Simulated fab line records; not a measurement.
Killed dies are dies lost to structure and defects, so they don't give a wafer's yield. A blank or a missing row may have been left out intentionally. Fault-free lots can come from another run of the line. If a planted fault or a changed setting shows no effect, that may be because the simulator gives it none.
Comparing a struck lot with a sound one	flow nand_harc	43 steps out of a route of 1302
Sound: wafers L245.3, L245.4, L245.6. Struck: wafer L257.4. The cause is named last.
Order at every step that has rows: each side's tool, ch and its chambers, its first start. Under that, the readings that differ: sound wafers	struck wafers	difference of the means	sigmas: that difference in standard deviations of wafers without a fault.
alike: readings whose means differ by less than 2 such deviations, and words and numbers that are the same on both sides. not compared: withheld readings, readings that some wafer has no value for, bounds like >300 that may hide the same value, and numbers for which the record gives no deviation and whose values overlap.
A row with sigmas, a row that says differs or no value, or rows on one side alone: a step with any of these is where the two part. When numbers do not overlap yet have no deviation, they are printed without sigmas and do not part them. Lack of a reading on every wafer of one side parts them only where that side has two or more wafers.

NHARC_A_ONON_D2_THK_MEAS_21: measures by ellipsometry.
  sound: film_metro-02 at day 13 10:10; struck: film_metro-01 at day 17 18:23
  alike: thk_nm
after that, 1 step with no rows for these wafers: NHARC_A_ONON_D2_DEP_22 (target thk 1000 nm).
NHARC_A_ONON_D2_THK_MEAS_24: measures by ellipsometry.
  sound: film_metro-01 at day 13 10:44; struck: film_metro-02 at day 17 18:57
  alike: thk_nm
after that, 1 step with no rows for these wafers: NHARC_A_ONON_D2_DEP_25 (target thk 1000 nm).
NHARC_A_ONON_D2_THK_MEAS_27: measures by ellipsometry.
  sound: film_metro-02 at day 13 11:18; struck: film_metro-02 at day 17 19:31
  alike: thk_nm
after that, 1 step with no rows for these wafers: NHARC_A_ONON_D2_DEP_28 (target thk 1000 nm).
NHARC_A_ONON_D2_THK_MEAS_30: measures by ellipsometry.
  sound: film_metro-02 at day 13 11:52; struck: film_metro-02 at day 17 20:05
reading	sound	struck	difference	sigmas
thk_nm (nm)	981 983 981	1006	+24	+2
NHARC_A_ONON_D2_DEP_33: deposits SiO2, target thk 200 nm.
  sound on pecvd-01 ch 1,2, day 13 12:01; struck on pecvd-04 ch 2, day 17 20:31
  alike: chamber_pressure_Torr, heater_power_w, throttle_valve_pct
NHARC_A_ONON_D2_THK_MEAS_34: measures by ellipsometry.
  sound: film_metro-02 at day 13 12:20; struck: film_metro-01 at day 17 20:43
  alike: thk_nm
NHARC_A_ONON_D2_INSPECT_32:
  sound: defect_inspect-01 at day 13 12:24; struck: defect_inspect-01 at day 17 20:46
  alike: raw_defect_count
then, 1 step without rows for these wafers: NHARC_A_CHANNEL_HOLE_D2_DEP_00 (deposits aC, target thk 3100 nm).
NHARC_A_CHANNEL_HOLE_D2_DEP_01: deposits SiON, target thk 140 nm.
  sound on pecvd-04 ch 0,1, day 13 14:42; struck on pecvd-04 ch 2, day 18 04:08
  alike: chamber_pressure_Torr, heater_power_w
then, 10 steps without rows for these wafers: NHARC_A_CHANNEL_HOLE_D2_DEHYDRATE_02 (time 120 s); NHARC_A_CHANNEL_HOLE_D2_HMDS_03 (time 30 s); NHARC_A_CHANNEL_HOLE_D2_COAT_36 (time 75 s); NHARC_A_CHANNEL_HOLE_D2_COAT_37 (time 65 s); NHARC_A_CHANNEL_HOLE_D2_COAT_04 (resist thk 90 nm); NHARC_A_CHANNEL_HOLE_D2_SOFTBAKE_05 (time 55 s); NHARC_A_CHANNEL_HOLE_D2_EBR_06; NHARC_A_CHANNEL_HOLE_D2_EXPOSE_07 (exposes mask HOLE D2, target cd 100 nm); NHARC_A_CHANNEL_HOLE_D2_PEB_08 (peb time 65 s); NHARC_A_CHANNEL_HOLE_D2_DEVELOP_09 (develop time 35 s).
NHARC_A_CHANNEL_HOLE_D2_CD_MEAS_10 targets a cd of 100 nm.
  sound on cd_sem-02 ch 0, day 13 15:22; struck on cd_sem-03 ch 0, day 18 04:45
  alike: cd_nm
NHARC_A_CHANNEL_HOLE_D2_OVL_MEAS_11:
  sound: overlay-02 at day 13 15:27; struck: overlay-02 at day 18 04:50
reading	sound	struck	difference	sigmas
overlay_y_nm (nm)	-1.0 -1.2 -0.9	0.7	+1.7	+2
  alike: overlay_x_nm
NHARC_A_CHANNEL_HOLE_D2_INSPECT_12:
  sound: defect_inspect-02 at day 13 15:29; struck: defect_inspect-01 at day 18 04:52
reading	sound	struck	difference	sigmas
raw_defect_count	5 4 3	718	+714	+34
then, 2 steps without rows for these wafers: NHARC_A_CHANNEL_HOLE_D2_DESCUM_15 (chemistry O2, time 3 s); NHARC_A_CHANNEL_HOLE_D2_ETCH_38 (etches the open film in CF4, target depth 39 nm, time 65 s).
NHARC_A_CHANNEL_HOLE_D2_ETCH_39: etches the open film in N2/H2, target depth 260 nm, time 325 s.
  sound on rie_diel-07 ch 2,3; struck on rie_diel-07 ch 1
reading	sound	struck	difference	sigmas
throttle_valve_pct (%)	14.181 14.165 14.176	14.149	-0.025	-3
  alike: drypump_motor_current_A, oes_product_au, rf_vpp_V, showerhead_plenum_p_Torr
  not compared: rf_hours_counter_h
then, 2 steps without rows for these wafers: NHARC_A_CHANNEL_HOLE_D2_ETCH_34 (etches the open film in CF4/CHF3, target depth 154 nm, time 77 s); NHARC_A_CHANNEL_HOLE_D2_ETCH_16 (etches the open film in O2/COS, target depth 3100 nm, time 806 s).
NHARC_A_CHANNEL_HOLE_D2_CD_MEAS_18:
  sound: cd_sem-02 at day 13 16:40; struck: cd_sem-01 at day 18 06:02
  alike: cd_nm
then, 3 steps without rows for these wafers: NHARC_A_CHANNEL_HOLE_D2_ETCH_19 (etches the open film in C4F8/O2/Ar, time 34.5 s); NHARC_A_CHANNEL_HOLE_D2_ETCH_20 (etches the open film in C4F8/O2/Ar, time 361.9 s, target depth 1600 nm); NHARC_A_CHANNEL_HOLE_D2_ETCH_21 (etches the open film in C4F8/O2/Ar, time 514.3 s, target depth 1600 nm).
NHARC_A_CHANNEL_HOLE_D2_ETCH_22: etches the open film in C4F8/O2/Ar, time 666.7 s, target depth 1600 nm.
  sound on har_etch-01 ch 0,1, day 13 18:22; struck on har_etch-02 ch 1, day 18 09:35
  alike: drypump_motor_current_A, showerhead_plenum_p_Torr, throttle_valve_pct
  not compared: rf_hours_counter_h
then, 2 steps without rows for these wafers: NHARC_A_CHANNEL_HOLE_D2_ETCH_23 (etches the open film in C4F8/O2/Ar, time 819 s, target depth 1600 nm); NHARC_A_CHANNEL_HOLE_D2_ETCH_24 (etches the open film in C4F8/O2/Ar, time 906.2 s, target depth 1500 nm).
NHARC_A_CHANNEL_HOLE_D2_ETCH_25: etches the open film in C4F8/O2/Ar, time 1040.2 s, target depth 1500 nm.
  sound on har_etch-01 ch 0,1, day 13 20:29; struck on har_etch-02 ch 1, day 18 11:44
  alike: drypump_motor_current_A, showerhead_plenum_p_Torr, throttle_valve_pct
  not compared: rf_hours_counter_h
then, 1 step without rows for these wafers: NHARC_A_CHANNEL_HOLE_D2_ETCH_26 (etches the open film in C4F8/O2/Ar, time 224.1 s, target depth 300 nm).
NHARC_A_CHANNEL_HOLE_D2_ETCH_27: etches the open film in C4F8/O2/Ar, time 90 s, target depth 400 nm.
  sound on har_etch-01 ch 0,1, day 13 21:20; struck on har_etch-02 ch 1, day 18 12:35
  alike: drypump_motor_current_A, showerhead_plenum_p_Torr, throttle_valve_pct
  not compared: rf_hours_counter_h
then, 1 step without rows for these wafers: NHARC_A_CHANNEL_HOLE_D2_STRIP_41 (strips in N2/H2).
NHARC_A_CHANNEL_HOLE_D2_INSPECT_40:
  sound: defect_inspect-02 at day 13 23:00; struck: defect_inspect-01 at day 18 14:16
reading	sound	struck	difference	sigmas
raw_defect_count	187 253 211	886	+669	+8
-- break in the record here, with 11 days between the starts of the struck wafers on either side (left off in module A_CHANNEL_HOLE_D2, picked up again in module END, where the first step shown is number 1302 on the route) --
NHARC_END_SORT_01:
  sound on prober-02 ch 0, day 25 02:39; struck on prober-01 ch 0, day 29 21:05
reading	sound	struck	difference	sigmas
killed_at_array	17 22 21	111	+91	+5
killed_at_other	0 0 0	5	+5	+4
killed_dies	18 25 21	122	+101	+5
  alike: killed_at_periphery, killed_open, killed_short

## WHERE THEY PART
At NHARC_A_ONON_D2_THK_MEAS_30 first; at NHARC_END_SORT_01 last (within this record only).

WHY: the cause the simulator had injected
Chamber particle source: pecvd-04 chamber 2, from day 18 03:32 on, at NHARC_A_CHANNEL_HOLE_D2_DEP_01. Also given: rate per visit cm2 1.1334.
